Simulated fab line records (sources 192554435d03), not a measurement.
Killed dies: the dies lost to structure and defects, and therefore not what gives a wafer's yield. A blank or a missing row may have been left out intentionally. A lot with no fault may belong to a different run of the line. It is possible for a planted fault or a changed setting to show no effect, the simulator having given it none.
fab line records	flow n5-finfet
[record] lots = 24	wafers = 72	last-day = 17
route steps=1938 shown BEOL_M3@1014 BEOL_M4@1043
lots with no fault: from the same line, run without faults
start-h: hours from the record's opening day to when the first of the lot's shown wafers began	wait-h: time in hours since the lot's previous step	" as in the row above	L1.1+2: several wafers, shown together as one row	- no value, or no start given	* or withheld: withheld	< > ~ a bound
route shown NAME@n: NAME is a module with steps in the file, n the number in the route of the first one	usual: mean and standard deviation over wafers with no fault	same: alike in all rows	chamber/n: place in a boat	sites: each site's reading	_std_site: the values' standard deviation	_edge_site: outer sites' mean less inner sites'	radius-mm: for every site, how far away it sits from the centre of the wafer	mask NAME#n: copy n	behind: the tool/chamber that last shaped the wafer	hold: why the lot went on hold/how many hours it stayed there/how the hold came to an end	device: names the non-switching transistor (n, p or np)	end of line: at the end of the route, the tests of the same wafers	a step without rows: its recipe alone	killed: the dies lost at the first sort to structure and to defects; this is not the yield of the wafer	map: shows each die of a wafer: x if killed, . if not, _ if none is there
set.NAME: setting as actually run; set.NAME@STEP: the setting as run at that earlier step	model.NAME: the simulator's own value behind a step, which no gauge read
one table for each step of the route and one row for each wafer, over a sample of lots
services: when a tool's chamber went out of use (start-h, in hours from the record's first day, below 0 if earlier), for how many hours, and the reason
[[steps]]
[step N5_BEOL_M3_THK_MEAS_53]
[recipe] thk-meas-gauge = xrf	reads = Cu_of_BEOL_M3_ECD_50
[usual] M3_THK = 39.4/1.8
lot.wafer	tool	chamber	start-h	wait-h	M3_THK[nm]
L074.1	film-metro-01	-	151.34	-	37.4
L074.3	"	-	"	"	36.4
L074.5	"	-	"	"	38.8
L075.2	film-metro-02	-	156.10	0.2	41.8
L075.4	"	-	"	"	38.1
L075.6	"	-	"	"	39.1
L076.2	film-metro-01	-	163.82	-	37.9
L076.4	"	-	"	"	42.3
L076.6	"	-	"	"	40.9
L077.1	film-metro-01	-	170.42	-	38.6
L077.2	"	-	"	"	38.8
L077.6	"	-	"	"	40.3
L078.1	film-metro-01	-	173.06	-	40.7
L078.4	"	-	"	"	38.5
L078.6	"	-	"	"	40.6
L079.1	film-metro-01	-	178.18	-	36.8
L079.2	"	-	"	"	37.9
L079.3	"	-	"	"	41.8
L080.1	film-metro-02	-	190.10	-	38.8
L080.5	"	-	"	"	43.1
L080.6	"	-	"	"	39.4
L081.1	film-metro-01	-	197.60	0.2	39.3
L081.5	"	-	"	"	41.7
L081.6	"	-	"	"	38.8
L082.1	film-metro-01	-	201.98	-	42.3
L082.3	"	-	"	"	40.0
L082.5	"	-	"	"	43.0
L083.1	film-metro-01	-	210.31	-	37.6
L083.2	"	-	"	"	40.5
L083.5	"	-	"	"	37.8
L084.1	film-metro-01	-	215.49	-	39.6
L084.3	"	-	"	"	36.7
L084.4	"	-	"	"	41.4
L085.1	film-metro-02	-	218.70	-	36.9
L085.2	"	-	"	"	38.2
L085.6	"	-	"	"	37.4
L086.1	film-metro-01	-	233.14	-	38.9
L086.3	"	-	"	"	39.2
L086.5	"	-	"	"	39.9
L088.3	film-metro-01	-	233.51	-	40.2
L088.5	"	-	"	"	39.9
L088.6	"	-	"	"	40.0
L087.1	film-metro-01	-	236.38	-	37.8
L087.2	"	-	"	"	37.4
L087.3	"	-	"	"	39.1
L089.1	film-metro-01	-	239.75	-	37.8
L089.2	"	-	"	"	39.6
L089.5	"	-	"	"	37.4
L090.2	film-metro-02	-	243.61	-	41.7
L090.4	"	-	"	"	41.8
L090.6	"	-	"	"	43.0
L091.1	film-metro-01	-	250.21	-	38.6
L091.2	"	-	"	"	38.4
L091.6	"	-	"	"	38.8
L092.1	film-metro-01	-	263.29	-	39.1
L092.2	"	-	"	"	37.2
L092.3	"	-	"	"	35.9
L094.2	film-metro-02	-	280.91	-	36.5
L094.3	"	-	"	"	38.5
L094.5	"	-	"	"	40.2
L093.1	film-metro-02	-	283.01	-	39.6
L093.2	"	-	"	"	41.1
L093.3	"	-	"	"	38.4
L095.1	film-metro-02	-	284.05	-	37.1
L095.3	"	-	"	"	41.2
L095.6	"	-	"	"	40.0
L096.2	film-metro-01	-	292.55	-	38.5
L096.3	"	-	"	"	40.4
L096.6	"	-	"	"	38.8
L097.1	film-metro-02	-	294.48	-	35.6
L097.3	"	-	"	"	36.2
L097.6	"	-	"	"	38.5
[step N5_BEOL_M3_RS_MEAS_58]
[recipe] thk-meas-gauge = four-point-probe	reads = Co_of_BEOL_M3_CO_CAP_55+Cu_of_BEOL_M3_ECD_50+Co_of_BEOL_M3_CVD_47+TaN_of_BEOL_M3_ALD_84
[usual] M3_RS = 0.69/0.042
lot.wafer	tool	chamber	start-h	wait-h	M3_RS[ohm/sq]
L074.1	film-metro-01	-	151.60	0.0	0.74
L074.3	"	-	"	"	0.77
L074.5	"	-	"	"	0.71
L075.2	film-metro-01	-	156.36	0.1	0.65
L075.4	"	-	"	"	0.72
L075.6	"	-	"	"	0.70
L076.2	film-metro-01	-	164.08	0.1	0.73
L076.4	"	-	"	"	0.63
L076.6	"	-	"	"	0.66
L077.1	film-metro-01	-	170.86	0.0	0.71
L077.2	"	-	"	"	0.70
L077.6	"	-	"	"	0.67
L078.1	film-metro-01	-	173.32	0.0	0.66
L078.4	"	-	"	"	0.71
L078.6	"	-	"	"	0.66
L079.1	film-metro-02	-	178.44	0.0	0.76
L079.2	"	-	"	"	0.74
L079.3	"	-	"	"	0.65
L080.1	film-metro-01	-	190.37	0.0	0.70
L080.5	"	-	"	"	0.61
L080.6	"	-	"	"	0.69
L081.1	film-metro-02	-	197.86	0.0	0.69
L081.5	"	-	"	"	0.64
L081.6	"	-	"	"	0.70
L082.1	film-metro-01	-	202.24	0.0	0.62
L082.3	"	-	"	"	0.66
L082.5	"	-	"	"	0.60
L083.1	film-metro-02	-	210.57	0.0	0.73
L083.2	"	-	"	"	0.67
L083.5	"	-	"	"	0.73
L084.1	film-metro-02	-	215.75	0.0	0.68
L084.3	"	-	"	"	0.76
L084.4	"	-	"	"	0.64
L085.1	film-metro-02	-	218.99	0.1	0.74
L085.2	"	-	"	"	0.71
L085.6	"	-	"	"	0.73
L086.1	film-metro-01	-	233.40	0.0	0.69
L086.3	"	-	"	"	0.68
L086.5	"	-	"	"	0.67
L088.3	film-metro-01	-	233.77	0.1	0.67
L088.5	"	-	"	"	0.67
L088.6	"	-	"	"	0.67
L087.1	film-metro-02	-	236.71	0.1	0.72
L087.2	"	-	"	"	0.74
L087.3	"	-	"	"	0.69
L089.1	film-metro-01	-	240.02	0.0	0.73
L089.2	"	-	"	"	0.68
L089.5	"	-	"	"	0.74
L090.2	film-metro-02	-	243.87	0.1	0.64
L090.4	"	-	"	"	0.64
L090.6	"	-	"	"	0.62
L091.1	film-metro-01	-	250.47	0.0	0.71
L091.2	"	-	"	"	0.71
L091.6	"	-	"	"	0.71
L092.1	film-metro-02	-	263.55	0.0	0.70
L092.2	"	-	"	"	0.75
L092.3	"	-	"	"	0.78
L094.2	film-metro-02	-	281.17	0.1	0.77
L094.3	"	-	"	"	0.72
L094.5	"	-	"	"	0.69
L093.1	film-metro-02	-	283.27	0.0	0.69
L093.2	"	-	"	"	0.66
L093.3	"	-	"	"	0.72
L095.1	film-metro-01	-	284.35	0.0	0.75
L095.3	"	-	"	"	0.65
L095.6	"	-	"	"	0.68
L096.2	film-metro-02	-	292.81	0.1	0.71
L096.3	"	-	"	"	0.67
L096.6	"	-	"	"	0.70
L097.1	film-metro-02	-	294.74	0.0	0.79
L097.3	"	-	"	"	0.78
L097.6	"	-	"	"	0.72
[step N5_BEOL_M4_STRIP_66]
[recipe] chemistry = CF4	resist = SiARC	power-w = 300	bias-power-w = 75	pressure-mtorr = 50	cf4-flow-sccm = 150	rf-frequency-hz = 6e+07
[usual] bias-power-w = 75.01/0.25	cf4-flow-sccm = 150.0/0.46	drypump-motor-current-A = 5.7/0.42	oes-product-au = 0.79/0.095	rf-vpp-V = 271.4/1.2	showerhead-plenum-p-Torr = 1.81/0.049	throttle-valve-pct = 13.52/0.27
lot.wafer	tool	chamber	start-h	wait-h	bias-power-w	cf4-flow-sccm	drypump-motor-current-A	oes-product-au	rf-hours-counter-h	rf-vpp-V	showerhead-plenum-p-Torr	throttle-valve-pct
L074.1	rie-diel-06	0	153.15	0.0	74.81	150.2	5.7	0.77	122	271.9	1.81	13.42
L074.3	"	2	"	"	74.96	149.5	6.1	0.76	159	272.1	1.85	13.20
L074.5	"	3	"	"	75.21	149.8	5.8	0.73	-	269.6	1.80	13.80
L075.2	rie-diel-06	1	157.94	0.0	74.63	150.2	6.1	0.70	219	270.2	1.79	13.71
L075.4	"	0	"	"	74.60	150.7	5.7	0.77	124	270.0	1.81	13.41
L075.6	"	1	"	"	74.66	149.7	6.1	0.70	-	270.0	1.79	13.73
L076.2	rie-diel-06	3	165.41	0.0	75.26	149.7	5.8	0.72	186	270.7	1.79	13.82
L076.4	"	1	"	"	75.18	150.2	6.1	0.70	221	271.9	1.79	13.72
L076.6	"	1	"	"	75.18	149.8	6.1	0.70	-	270.3	1.79	13.71
L077.1	rie-diel-06	0	175.01	0.0	75.07	150.1	5.7	0.77	130	271.0	1.81	13.43
L077.2	"	2	"	"	74.58	150.7	6.1	0.74	167	272.1	1.84	13.21
L077.6	"	1	"	"	75.02	150.1	6.1	0.69	-	271.3	1.79	13.72
L078.1	rie-diel-04	2	175.55	0.0	75.22	150.1	4.8	0.67	239	273.5	1.84	13.98
L078.4	"	3	"	"	75.13	149.9	5.4	0.95	2	270.3	1.75	13.20
L078.6	"	3	"	"	75.20	151.0	5.4	0.95	-	270.5	1.75	13.18
L079.1	rie-diel-04	2	182.83	0.0	74.55	150.3	4.8	0.68	241	270.2	1.84	13.99
L079.2	"	3	"	"	75.09	149.1	5.4	0.94	5	269.9	1.75	13.18
L079.3	"	0	"	"	75.00	149.6	5.9	0.92	14	270.7	1.75	13.15
L080.1	rie-diel-05	3	193.57	0.0	75.05	150.9	5.6	0.90	16	272.8	1.92	13.36
L080.5	"	0	"	"	75.08	149.5	6.1	0.73	-	271.6	1.87	13.62
L080.6	"	2	"	"	75.61	149.7	6.3	0.80	-	272.7	1.89	13.52
L081.1	rie-diel-04	0	199.23	0.0	75.28	150.3	5.9	0.90	20	269.9	1.75	13.18
L081.5	"	3	"	"	74.73	149.8	5.4	0.92	-	270.6	1.75	13.20
L081.6	"	0	"	"	74.68	149.6	5.9	0.91	-	269.4	1.74	13.18
L082.1	rie-diel-06	1	204.86	0.0	74.98	150.5	6.1	0.69	236	269.6	1.78	13.76
L082.3	"	3	"	"	75.13	150.0	5.8	0.71	202	271.7	1.79	13.84
L082.5	"	0	"	"	75.15	149.6	5.7	0.76	-	272.3	1.80	13.46
L083.1	rie-diel-04	2	212.36	0.0	74.88	150.4	4.8	0.67	250	270.4	1.84	14.01
L083.2	"	1	"	"	74.52	150.3	5.1	0.68	243	272.5	1.84	14.02
L083.5	"	2	"	"	74.86	150.6	4.8	0.68	-	271.9	1.84	14.01
L084.1	rie-diel-04	3	217.70	0.0	74.92	150.0	5.4	0.90	16	270.9	1.75	13.24
L084.3	"	0	"	"	75.20	149.2	5.9	0.89	28	269.3	1.74	13.18
L084.4	"	1	"	"	75.23	150.2	5.1	0.68	245	272.5	1.84	14.03
L085.1	rie-diel-06	2	221.50	0.0	74.90	149.7	6.1	0.73	182	272.0	1.84	13.25
L085.2	"	0	"	"	74.93	150.0	5.7	0.75	145	271.4	1.80	13.48
L085.6	"	2	"	"	75.08	150.8	6.1	0.73	-	274.2	1.84	13.24
L086.1	rie-diel-06	2	235.00	0.0	75.07	150.6	6.1	0.73	187	272.1	1.84	13.27
L086.3	"	3	"	"	75.04	150.5	5.8	0.70	213	269.9	1.79	13.87
L086.5	"	1	"	"	74.90	150.5	6.1	0.68	-	270.5	1.78	13.77
L088.3	rie-diel-05	3	235.26	0.0	74.74	150.0	5.6	0.86	32	272.2	1.91	13.37
L088.5	"	1	"	"	74.77	150.3	5.2	0.94	-	271.0	1.84	13.40
L088.6	"	3	"	"	75.08	149.9	5.6	0.86	-	274.1	1.91	13.39
L087.1	rie-diel-06	3	237.95	0.0	74.80	150.6	5.8	0.70	214	271.1	1.79	13.87
L087.2	"	0	"	"	74.94	150.2	5.7	0.75	152	270.8	1.80	13.49
L087.3	"	2	"	"	75.11	149.9	6.1	0.72	188	271.9	1.84	13.25
L089.1	rie-diel-04	3	241.30	0.0	75.17	149.7	5.4	0.88	27	268.5	1.75	13.26
L089.2	"	0	"	"	74.77	150.2	5.9	0.87	39	269.7	1.74	13.22
L089.5	"	3	"	"	75.15	149.3	5.4	0.88	-	271.1	1.75	13.26
L090.2	rie-diel-04	2	244.94	0.0	75.01	150.1	4.8	0.98	2	271.1	1.84	13.43
L090.4	"	2	"	"	75.57	151.0	4.8	0.98	-	271.1	1.84	13.43
L090.6	"	0	"	"	75.11	149.9	5.9	0.86	-	268.9	1.74	13.22
L091.1	rie-diel-04	0	252.79	0.0	75.39	149.9	5.9	0.86	44	269.3	1.74	13.24
L091.2	"	2	"	"	74.50	149.0	4.8	0.95	6	272.1	1.84	13.43
L091.6	"	3	"	"	74.74	149.6	5.4	0.87	-	270.8	1.74	13.26
L092.1	rie-diel-06	2	264.64	0.0	74.65	150.1	6.1	0.72	198	270.9	1.84	13.27
L092.2	"	0	"	"	74.64	149.2	5.7	0.74	162	270.9	1.80	13.52
L092.3	"	3	"	"	74.65	150.0	5.8	0.70	218	269.6	1.79	13.88
L094.2	rie-diel-05	0	282.26	0.0	75.26	150.4	6.1	0.72	228	272.2	1.86	13.70
L094.3	"	3	"	"	74.97	149.9	5.6	0.84	47	271.6	1.91	13.41
L094.5	"	3	"	"	74.98	149.7	5.6	0.84	-	272.5	1.91	13.40
L093.1	rie-diel-05	0	284.61	0.0	75.13	149.7	6.1	0.72	228	272.0	1.87	13.70
L093.2	"	3	"	"	74.91	149.9	5.6	0.83	48	272.9	1.91	13.41
L093.3	"	1	"	"	75.08	149.5	5.2	0.91	30	270.2	1.84	13.44
L095.1	rie-diel-06	1	287.23	0.0	74.88	149.8	6.1	0.98	3	270.0	1.78	13.20
L095.3	"	0	"	"	75.16	149.3	5.7	0.74	173	270.5	1.79	13.53
L095.6	"	3	"	"	75.20	149.7	5.8	0.69	-	271.1	1.78	13.93
L096.2	rie-diel-05	1	295.40	0.0	75.22	148.9	5.2	0.90	33	270.6	1.84	13.42
L096.3	"	3	"	"	75.14	150.4	5.6	0.83	53	272.6	1.91	13.42
L096.6	"	3	"	"	75.31	150.2	5.6	0.83	-	273.7	1.91	13.44
L097.1	rie-diel-06	3	296.06	0.0	75.05	149.4	5.8	0.70	231	272.6	1.78	13.92
L097.3	"	0	"	"	75.05	151.2	5.7	0.73	176	272.1	1.79	13.56
L097.6	"	0	"	"	75.04	150.9	5.7	0.73	-	271.0	1.79	13.53
[step N5_BEOL_M4_ETCH_69]
[recipe] chemistry = CF4	target = SiARC	target-depth-a = 156	mask-material = CAR-EUV	time-s = 26	ion-energy-ev = 80	pressure-mtorr = 40	source-w = 545	bias-w = 36	Ar_flow_sccm = 100	cf4-flow-sccm = 100	ends = cleared
[usual] cf4-flow-sccm = 100.01/0.29	drypump-motor-current-A = 5.7/0.45	etch-rf-on-time-s = 25.8/1.1	oes-product-au = 0.69/0.089	rf-vpp-V = 184.4/1.1	showerhead-plenum-p-Torr = 2.18/0.058	throttle-valve-pct = 15.55/0.24
lot.wafer	tool	chamber	start-h	wait-h	cf4-flow-sccm	drypump-motor-current-A	etch-rf-on-time-s	oes-product-au	rf-hours-counter-h	rf-vpp-V	showerhead-plenum-p-Torr	throttle-valve-pct
L074.1	rie-diel-06	1	153.99	0.0	100.56	6.2	28.0	0.59	217	183.9	2.13	15.71
L074.3	"	0	"	"	100.12	5.7	27.2	0.65	122	184.2	2.16	15.46
L074.5	"	0	"	"	99.97	5.7	27.3	0.65	-	184.6	2.16	15.45
L075.2	rie-diel-05	3	158.66	0.0	99.65	5.6	25.2	0.82	4	185.3	2.27	15.32
L075.4	"	2	"	"	99.48	6.3	24.8	0.72	91	185.0	2.27	15.55
L075.6	"	0	"	"	100.62	6.1	25.8	0.64	-	185.8	2.22	15.55
L076.2	rie-diel-04	0	166.15	0.0	100.30	5.9	24.8	0.83	7	185.6	2.09	15.22
L076.4	"	1	"	"	100.53	5.1	26.0	0.60	-	185.3	2.20	16.02
L076.6	"	2	"	"	99.74	4.8	26.9	0.58	-	183.8	2.20	15.98
L077.1	rie-diel-06	3	175.78	0.0	99.97	5.8	25.3	0.63	190	185.2	2.14	15.86
L077.2	"	1	"	"	99.77	6.1	28.2	0.57	225	183.8	2.13	15.72
L077.6	"	2	"	"	99.62	6.0	25.1	0.66	-	183.7	2.21	15.21
L078.1	rie-diel-05	3	176.53	0.0	100.20	5.6	25.0	0.80	10	185.7	2.27	15.33
L078.4	"	2	"	"	99.74	6.3	24.8	0.71	98	185.8	2.26	15.56
L078.6	"	3	"	"	100.50	5.6	25.3	0.80	-	185.6	2.27	15.33
L079.1	rie-diel-04	2	184.04	0.0	99.43	4.8	26.9	0.57	242	184.2	2.19	16.00
L079.2	"	1	"	"	100.25	5.1	25.8	0.60	233	184.1	2.20	16.02
L079.3	"	3	"	"	99.89	5.4	25.9	0.82	5	184.1	2.11	15.32
L080.1	rie-diel-06	1	194.89	0.0	100.37	6.2	28.6	0.57	232	185.0	2.13	15.75
L080.5	"	3	"	"	100.58	5.8	25.3	0.63	-	182.7	2.14	15.89
L080.6	"	0	"	"	100.24	5.7	27.5	0.63	-	184.1	2.15	15.47
L081.1	rie-diel-04	1	200.07	0.0	99.98	5.1	25.7	0.60	239	185.1	2.20	16.02
L081.5	"	1	"	"	100.08	5.1	25.8	0.59	-	185.3	2.20	16.02
L081.6	"	0	"	"	99.88	5.9	24.7	0.81	-	184.2	2.09	15.25
L082.1	rie-diel-05	0	205.91	0.0	100.03	6.1	25.7	0.63	204	186.2	2.22	15.58
L082.3	"	3	"	"	99.58	5.6	25.4	0.78	21	186.1	2.27	15.35
L082.5	"	3	"	"	99.92	5.6	25.5	0.78	-	184.8	2.27	15.36
L083.1	rie-diel-05	3	213.08	0.0	100.16	5.6	25.5	0.77	24	185.4	2.27	15.37
L083.2	"	1	"	"	99.96	5.2	25.5	0.85	5	184.8	2.20	15.42
L083.5	"	2	"	"	100.08	6.3	25.0	0.70	-	184.4	2.26	15.60
L084.1	rie-diel-04	1	218.54	0.0	100.32	5.1	26.0	0.59	245	184.9	2.19	16.03
L084.3	"	0	"	"	100.21	5.9	25.1	0.79	28	183.3	2.09	15.26
L084.4	"	1	"	"	100.27	5.1	25.7	0.59	-	182.4	2.19	16.03
L085.1	rie-diel-04	3	222.44	0.0	99.97	5.4	26.0	0.78	19	183.5	2.10	15.34
L085.2	"	0	"	"	99.68	5.9	24.9	0.79	31	184.1	2.09	15.27
L085.6	"	3	"	"	100.03	5.4	26.1	0.78	-	184.4	2.10	15.33
L086.1	rie-diel-04	1	236.03	0.0	100.05	5.1	25.9	0.58	254	184.7	2.19	16.05
L086.3	"	3	"	"	99.81	5.4	26.2	0.76	25	183.1	2.10	15.35
L086.5	"	1	"	"	100.02	5.1	26.0	0.58	-	185.1	2.19	16.06
L088.3	rie-diel-06	2	236.19	0.0	100.05	6.1	24.8	0.65	187	185.7	2.21	15.25
L088.5	"	1	"	"	99.96	6.1	28.0	0.56	-	183.9	2.12	15.76
L088.6	"	2	"	"	99.78	6.1	25.1	0.64	-	184.2	2.21	15.27
L087.1	rie-diel-04	0	238.88	0.0	100.23	5.9	24.9	0.77	38	183.0	2.08	15.28
L087.2	"	3	"	"	99.98	5.4	25.8	0.77	26	183.5	2.10	15.36
L087.3	"	2	"	"	100.07	4.8	27.1	0.85	0	185.2	2.19	15.48
L089.1	rie-diel-05	2	242.16	0.0	99.89	6.3	24.9	0.69	121	185.2	2.25	15.60
L089.2	"	1	"	"	99.86	5.2	25.2	0.82	16	184.2	2.20	15.45
L089.5	"	0	"	"	99.81	6.1	25.5	0.63	-	184.3	2.21	15.61
L090.2	rie-diel-06	0	249.15	0.0	100.01	5.7	27.8	0.62	155	182.9	2.15	15.51
L090.4	"	1	"	"	100.16	6.1	28.5	0.56	-	183.3	2.12	15.78
L090.6	"	0	"	"	99.88	5.7	27.8	0.62	-	185.1	2.15	15.49
L091.1	rie-diel-06	2	253.80	0.0	99.80	6.1	24.9	0.63	194	185.7	2.20	15.28
L091.2	"	0	"	"	100.59	5.7	27.6	0.62	158	185.2	2.15	15.52
L091.6	"	1	"	"	99.82	6.1	28.2	0.56	-	184.2	2.12	15.77
L092.1	rie-diel-05	2	265.96	0.0	100.60	6.3	25.0	0.69	127	185.4	2.25	15.65
L092.2	"	3	"	"	100.17	5.6	25.0	0.75	41	186.0	2.26	15.40
L092.3	"	0	"	"	100.38	6.1	25.5	0.63	222	183.9	2.21	15.63
L094.2	rie-diel-05	1	283.13	0.0	99.77	5.2	25.1	0.80	29	183.5	2.19	15.47
L094.3	"	0	"	"	99.84	6.0	26.0	0.62	228	185.2	2.21	15.64
L094.5	"	2	"	"	100.18	6.3	24.8	0.69	-	184.1	2.25	15.62
L093.1	rie-diel-04	3	285.45	0.0	99.46	5.4	26.2	0.73	44	183.3	2.09	15.41
L093.2	"	1	"	"	99.62	5.1	24.8	0.83	12	184.7	2.19	15.62
L093.3	"	2	"	"	99.76	4.8	27.6	0.76	18	186.1	2.18	15.52
L095.1	rie-diel-05	2	288.07	0.0	99.33	6.3	24.9	0.67	135	183.6	2.25	15.64
L095.3	"	0	"	"	100.05	6.1	26.1	0.61	230	186.2	2.21	15.63
L095.6	"	0	"	"	100.31	6.1	26.1	0.61	-	184.3	2.21	15.64
L096.2	rie-diel-05	3	296.40	0.0	100.25	5.6	25.2	0.72	54	185.2	2.26	15.41
L096.3	"	2	"	"	99.70	6.4	24.7	0.69	139	186.1	2.25	15.64
L096.6	"	0	"	"	99.94	6.1	25.7	0.62	-	185.2	2.21	15.63
L097.1	rie-diel-04	3	296.81	0.0	99.85	5.4	26.6	0.72	49	183.9	2.09	15.40
L097.3	"	1	"	"	100.19	5.1	24.6	0.81	17	184.8	2.19	15.63
L097.6	"	0	"	"	100.15	5.9	24.7	0.75	-	181.8	2.08	15.32
[step N5_BEOL_M4_CD_MEAS_35]
[recipe] target-cd-nm = 18	target-cd-y-nm = 22.4	polarity = opening
[usual] cd-nm = 18.3/0.45
lot.wafer	tool	chamber	start-h	wait-h	cd-nm
L074.1	cd-sem-03	-	157.05	0.0	18.2
L074.3	"	-	"	"	18.3
L074.5	"	-	"	"	18.3
L075.2	cd-sem-01	-	165.20	0.0	17.8
L075.4	"	-	"	"	18.4
L075.6	"	-	"	"	18.3
L076.2	cd-sem-03	-	169.64	0.0	19.1
L076.4	"	-	"	"	17.9
L076.6	"	-	"	"	18.0
L077.1	cd-sem-01	-	177.36	0.0	17.9
L077.2	"	-	"	"	18.2
L077.6	"	-	"	"	17.8
L078.1	cd-sem-03	-	177.84	0.0	18.0
L078.4	"	-	"	"	18.0
L078.6	"	-	"	"	18.1
L079.1	cd-sem-02	-	189.45	0.0	18.3
L079.2	"	-	"	"	18.2
L079.3	"	-	"	"	19.7
L080.1	cd-sem-01	-	198.50	0.0	18.0
L080.5	"	-	"	"	19.0
L080.6	"	-	"	"	18.7
L081.1	cd-sem-03	-	201.31	0.0	18.9
L081.5	"	-	"	"	18.1
L081.6	"	-	"	"	18.7
L082.1	cd-sem-01	-	211.78	0.0	17.6
L082.3	"	-	"	"	18.5
L082.5	"	-	"	"	18.0
L083.1	cd-sem-02	-	217.15	0.0	17.9
L083.2	"	-	"	"	17.7
L083.5	"	-	"	"	18.0
L084.1	cd-sem-03	-	220.60	0.0	18.5
L084.3	"	-	"	"	19.1
L084.4	"	-	"	"	18.0
L085.1	cd-sem-01	-	224.02	0.0	18.0
L085.2	"	-	"	"	18.1
L085.6	"	-	"	"	18.3
L086.1	cd-sem-02	-	240.29	0.0	18.0
L086.3	"	-	"	"	18.9
L086.5	"	-	"	"	18.7
L088.3	cd-sem-02	-	240.54	0.0	17.9
L088.5	"	-	"	"	18.9
L088.6	"	-	"	"	17.5
L087.1	cd-sem-03	-	243.04	0.0	18.3
L087.2	"	-	"	"	17.8
L087.3	"	-	"	"	18.1
L089.1	cd-sem-03	-	243.56	0.0	18.5
L089.2	"	-	"	"	18.0
L089.5	"	-	"	"	17.8
L090.2	cd-sem-03	-	249.93	0.0	18.2
L090.4	"	-	"	"	18.4
L090.6	"	-	"	"	18.7
L091.1	cd-sem-02	-	263.04	0.0	18.7
L091.2	"	-	"	"	18.2
L091.6	"	-	"	"	18.7
L092.1	cd-sem-03	-	269.86	0.0	18.4
L092.2	"	-	"	"	17.8
L092.3	"	-	"	"	18.5
L094.2	cd-sem-03	-	286.35	0.0	18.7
L094.3	"	-	"	"	17.6
L094.5	"	-	"	"	17.7
L093.1	cd-sem-02	-	286.74	0.0	18.3
L093.2	"	-	"	"	17.5
L093.3	"	-	"	"	18.2
L095.1	cd-sem-01	-	290.46	0.0	18.0
L095.3	"	-	"	"	17.7
L095.6	"	-	"	"	18.5
L096.2	cd-sem-03	-	301.57	0.0	18.6
L096.3	"	-	"	"	18.9
L096.6	"	-	"	"	18.5
L097.1	cd-sem-03	-	301.61	0.0	18.0
L097.3	"	-	"	"	17.7
L097.6	"	-	"	"	18.2
[step N5_BEOL_M4_SPUTTER_48]
[recipe] material = Cu	target-thk-a = 45	temp-c = -20	chamber-pressure-pa = 0.07	power-w = withheld	time-s = 8.29
[usual] throttle-valve-pct = 29.9/0.71
lot.wafer	tool	chamber	start-h	wait-h	throttle-valve-pct
L074.1	pvd-sputter-02	-	158.12	0.2	30.8
L074.3	"	-	"	"	29.7
L074.5	"	-	"	"	31.2
L075.2	pvd-sputter-02	-	167.17	0.5	29.7
L075.4	"	-	"	"	29.3
L075.6	"	-	"	"	30.9
L076.2	pvd-sputter-01	-	170.60	0.1	30.1
L076.4	"	-	"	"	30.1
L076.6	"	-	"	"	28.9
L077.1	pvd-sputter-01	-	178.30	0.2	30.2
L077.2	"	-	"	"	30.7
L077.6	"	-	"	"	30.1
L078.1	pvd-sputter-03	-	179.67	1.2	29.2
L078.4	"	-	"	"	30.3
L078.6	"	-	"	"	30.9
L079.1	pvd-sputter-03	-	192.17	1.5	30.9
L079.2	"	-	"	"	29.3
L079.3	"	-	"	"	30.4
L080.1	pvd-sputter-01	-	199.34	0.1	29.2
L080.5	"	-	"	"	29.6
L080.6	"	-	"	"	29.3
L081.1	pvd-sputter-03	-	202.00	0.1	29.2
L081.5	"	-	"	"	29.2
L081.6	"	-	"	"	30.1
L082.1	pvd-sputter-03	-	213.01	0.3	30.2
L082.3	"	-	"	"	29.6
L082.5	"	-	"	"	31.0
L083.1	pvd-sputter-03	-	218.16	0.2	29.2
L083.2	"	-	"	"	29.8
L083.5	"	-	"	"	29.9
L084.1	pvd-sputter-02	-	221.98	0.3	29.9
L084.3	"	-	"	"	31.0
L084.4	"	-	"	"	29.6
L085.1	pvd-sputter-01	-	225.35	0.2	29.4
L085.2	"	-	"	"	30.4
L085.6	"	-	"	"	29.3
L086.1	pvd-sputter-03	-	241.61	0.2	30.3
L086.3	"	-	"	"	30.9
L086.5	"	-	"	"	30.2
L088.3	pvd-sputter-02	-	241.66	0.2	29.7
L088.5	"	-	"	"	29.8
L088.6	"	-	"	"	30.6
L087.1	pvd-sputter-02	-	244.33	0.2	29.6
L087.2	"	-	"	"	29.5
L087.3	"	-	"	"	28.4
L089.1	pvd-sputter-01	-	244.69	0.3	29.6
L089.2	"	-	"	"	29.1
L089.5	"	-	"	"	29.3
L090.2	pvd-sputter-01	-	250.52	0.1	29.7
L090.4	"	-	"	"	30.2
L090.6	"	-	"	"	29.9
L091.1	pvd-sputter-03	-	263.92	0.1	30.5
L091.2	"	-	"	"	29.1
L091.6	"	-	"	"	30.1
L092.1	pvd-sputter-02	-	270.81	0.1	28.3
L092.2	"	-	"	"	29.5
L092.3	"	-	"	"	29.7
L094.2	pvd-sputter-02	-	287.42	0.1	29.7
L094.3	"	-	"	"	29.6
L094.5	"	-	"	"	31.1
L093.1	pvd-sputter-01	-	287.96	0.1	30.4
L093.2	"	-	"	"	30.0
L093.3	"	-	"	"	29.4
L095.1	pvd-sputter-03	-	291.61	0.1	31.2
L095.3	"	-	"	"	30.3
L095.6	"	-	"	"	29.8
L096.2	pvd-sputter-02	-	302.39	0.1	28.4
L096.3	"	-	"	"	29.6
L096.6	"	-	"	"	28.4
L097.1	pvd-sputter-03	-	304.17	1.6	30.4
L097.3	"	-	"	"	30.8
L097.6	"	-	"	"	29.8
[[services]]
tool	chamber	start-h	hours	kind
rie-diel-05	3	131.35	-	clean
rie-diel-05	3	131.35	-	consumable-replace:focus-ring
rie-diel-04	3	148.63	-	clean
rie-diel-04	3	148.63	-	consumable-replace:focus-ring
rie-diel-04	3	148.63	22.8	scheduled-down
rie-diel-04	3	148.63	22.8	vent-cycle
rie-diel-06	0	207.22	4.4	repair
rie-diel-04	2	217.90	5.7	repair
rie-diel-04	2	223.62	-	clean
rie-diel-04	2	223.62	-	consumable-replace:focus-ring
rie-diel-04	2	223.62	14.5	scheduled-down
rie-diel-04	2	223.62	14.5	vent-cycle
rie-diel-05	0	230.90	5.1	repair
rie-diel-04	1	238.23	-	clean
rie-diel-04	1	238.23	-	consumable-replace:focus-ring
rie-diel-04	1	238.23	16.5	scheduled-down
rie-diel-04	1	238.23	16.5	vent-cycle
rie-diel-06	3	245.02	16.7	repair
pvd-sputter-01	-	252.79	1.5	repair
rie-diel-06	1	261.75	-	clean
rie-diel-06	1	261.75	-	consumable-replace:focus-ring
rie-diel-06	1	261.75	17.4	scheduled-down
rie-diel-06	1	261.75	17.4	vent-cycle
rie-diel-06	2	302.78	3.3	repair
[[key]]
fault none
